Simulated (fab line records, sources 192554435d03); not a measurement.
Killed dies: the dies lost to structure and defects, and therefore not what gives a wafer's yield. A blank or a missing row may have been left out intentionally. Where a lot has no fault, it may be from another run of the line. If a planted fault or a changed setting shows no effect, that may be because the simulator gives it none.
Comparing a struck lot with a sound one || flow n5 finfet || 26 out of 1938 route steps
Sound: the wafers L450.1, L450.3, L450.6. Wafers struck: L444.4, L444.5, L444.6. The cause is given at the end.
Each step with rows lists, per side, the tool, then ch with its chambers, then its first start. Under that, the readings that differ: sound wafers || struck wafers || difference of the means || sigmas: that difference in standard deviations of wafers without a fault.
alike: a reading whose means differ by less than 2 such deviations, as well as words and numbers matching on both sides. not compared: withheld readings; readings where some wafer has no value; bounds like >300 that might hide an equal value; numbers whose values overlap and for which the record gives no deviation.
A row with sigmas, a row that says differs or no value, or rows on one side alone: a step with any of these is where the two part. Numbers that have no deviation but don't overlap get no sigmas and don't part them. A reading that every wafer of one side lacks parts them only if that side has two wafers or more.

first, 9 steps without rows for these wafers: N5_BEOL_M13_COAT_04 (resist thk 400 nm); N5_BEOL_M13_EBR_06; N5_BEOL_M13_SOFTBAKE_05 (time 60 s); N5_BEOL_M13_EXPOSE_07 (exposes mask V12); N5_BEOL_M13_PEB_08 (peb time 90 s); N5_BEOL_M13_DEVELOP_09 (develop time 45 s); N5_BEOL_M13_HARDBAKE_14 (time 120 s); N5_BEOL_M13_DESCUM_15 (chemistry O2, time 7.9 s); N5_BEOL_M13_ETCH_59 (etches BARC in N2/H2, target depth 89 nm, overetch 26.7 nm, time 67.9 s).
N5_BEOL_M13_VIA_ETCH_16: etches SiOC in C4F8/O2/Ar, target depth 921.7 nm.
  sound on rie diel-05 ch 1,2,3, day 17 01:33; struck on rie diel-04 ch 0,1,3, day 15 21:55
  alike: C4F8_flow_sccm, bias w, chamber pressure mTorr, drypump motor current A, oes product au, rf vpp V, showerhead plenum p Torr, throttle valve pct
then, 13 steps without rows for these wafers: N5_BEOL_M13_STRIP_63 (strips in N2/H2); N5_BEOL_M13_STRIP_64 (strips in N2/H2); N5_BEOL_M13_STRIP_71 (strips in post etch residue remover, time 60 s); N5_BEOL_M13_SRD_72 (time 30 s, dry time 30 s); N5_BEOL_M13_COAT_65 (time 60 s, resist thk 350 nm); N5_BEOL_M13_COAT_66 (time 60 s, resist thk 110 nm); N5_BEOL_M13_COAT_22 (resist thk 300 nm); N5_BEOL_M13_EBR_24; N5_BEOL_M13_SOFTBAKE_23 (time 60 s); N5_BEOL_M13_EXPOSE_25 (exposes mask M13, target cd 210 nm); N5_BEOL_M13_PEB_26 (peb time 90 s); N5_BEOL_M13_DEVELOP_27 (develop time 45 s); N5_BEOL_M13_HARDBAKE_32 (time 120 s).
N5_BEOL_M13_INSPECT_30: inspects for defects (macro).
  sound on defect inspect-01, day 17 02:23; struck on defect inspect-01, day 15 22:45
{"reading": "raw defect count", "sound": "1 2 4", "struck": ">300 >300 >300", "difference": "differs", "sigmas": ""}
then, 1 step without rows for these wafers: N5_BEOL_M13_DESCUM_33 (chemistry O2, time 7.9 s).
N5_PASSIVATION_PROBE_49:
  the record has rows for the struck wafers here (prober-02, day 17 04:32) and none for the sound ones

WHERE THEY PART
Earliest at N5_BEOL_M13_INSPECT_30; latest, in this record, at N5_PASSIVATION_PROBE_49.

WHY: what had been put in by the simulator
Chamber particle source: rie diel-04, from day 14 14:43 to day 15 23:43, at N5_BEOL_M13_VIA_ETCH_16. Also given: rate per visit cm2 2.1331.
